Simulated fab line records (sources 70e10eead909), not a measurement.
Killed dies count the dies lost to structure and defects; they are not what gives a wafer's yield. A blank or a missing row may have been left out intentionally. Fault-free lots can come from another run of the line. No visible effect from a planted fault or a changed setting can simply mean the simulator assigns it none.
Matching of chambers || flow nand-harc || 4 sister chambers for NHARC_A_CHANNEL_FILL_D1_ALD_02 on ald-hk-02
The step deposits SiO2, target thk 6 nm, pulse time 10 s, ald cycles 60. 8 wafers are shown with their chamber, then 7 later ones without.

WAFERS, EACH WITH ITS CHAMBER
{"wafer": "L470.1", "chamber": 2, "heater-power-w (W)": 434, "precursor-pulse-height-rel": 1.017}
{"wafer": "L470.3", "chamber": 1, "heater-power-w (W)": 471, "precursor-pulse-height-rel": 0.985}
{"wafer": "L473.1", "chamber": 0, "heater-power-w (W)": 418, "precursor-pulse-height-rel": 0.993}
{"wafer": "L474.5", "chamber": 3, "heater-power-w (W)": 457, "precursor-pulse-height-rel": 0.995}
{"wafer": "L476.1", "chamber": 1, "heater-power-w (W)": 492, "precursor-pulse-height-rel": 1.035}
{"wafer": "L476.2", "chamber": 2, "heater-power-w (W)": 449, "precursor-pulse-height-rel": 0.943}
{"wafer": "L482.2", "chamber": 0, "heater-power-w (W)": 408, "precursor-pulse-height-rel": 1.006}
{"wafer": "L482.4", "chamber": 3, "heater-power-w (W)": 475, "precursor-pulse-height-rel": 1.005}

WAFERS WHOSE CHAMBER IS MISSING
{"wafer": "L482.5", "heater-power-w (W)": 465, "precursor-pulse-height-rel": 0.996}
{"wafer": "L485.1", "heater-power-w (W)": 487, "precursor-pulse-height-rel": 0.977}
{"wafer": "L485.3", "heater-power-w (W)": 415, "precursor-pulse-height-rel": 1.019}
{"wafer": "L485.6", "heater-power-w (W)": 429, "precursor-pulse-height-rel": 0.970}
{"wafer": "L486.1", "heater-power-w (W)": 402, "precursor-pulse-height-rel": 0.992}
{"wafer": "L486.2", "heater-power-w (W)": 418, "precursor-pulse-height-rel": 0.966}
{"wafer": "L486.3", "heater-power-w (W)": 511, "precursor-pulse-height-rel": 0.984}

THE CHAMBER EACH PASSED THROUGH
{"wafer": "L482.5", "from the rows above": "can't be placed: 3 or 1 or 2", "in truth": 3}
{"wafer": "L485.1", "from the rows above": "can't be placed: 1 or 3", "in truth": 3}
{"wafer": "L485.3", "from the rows above": "can't be placed: 0 or 2", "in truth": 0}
{"wafer": "L485.6", "from the rows above": "can't be placed: 2 or 0", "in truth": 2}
{"wafer": "L486.1", "from the rows above": 0, "in truth": 0}
{"wafer": "L486.2", "from the rows above": "can't be placed: 0 or 2", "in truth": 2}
{"wafer": "L486.3", "from the rows above": "can't be placed: 1 or 3", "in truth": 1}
Placed correctly: 1 of 7. Unplaceable from these rows: 6, with the true chamber sitting among the candidates in 6. 0 placed wrongly.
How it was worked out, from the rows above alone: a wafer's distance from a chamber is the root of the sum, over the readings, of the square of ((its reading less the chamber's mean) divided by the reading's scatter). The wafer belongs to the nearest chamber; if the next one is less than 2 further off, it can't be placed. A chamber's mean is the mean of its shown wafers. The scatter is the square root of a quotient: the sum, over the shown wafers, of each reading's squared deviation from its chamber's mean, divided by wafers minus chambers.
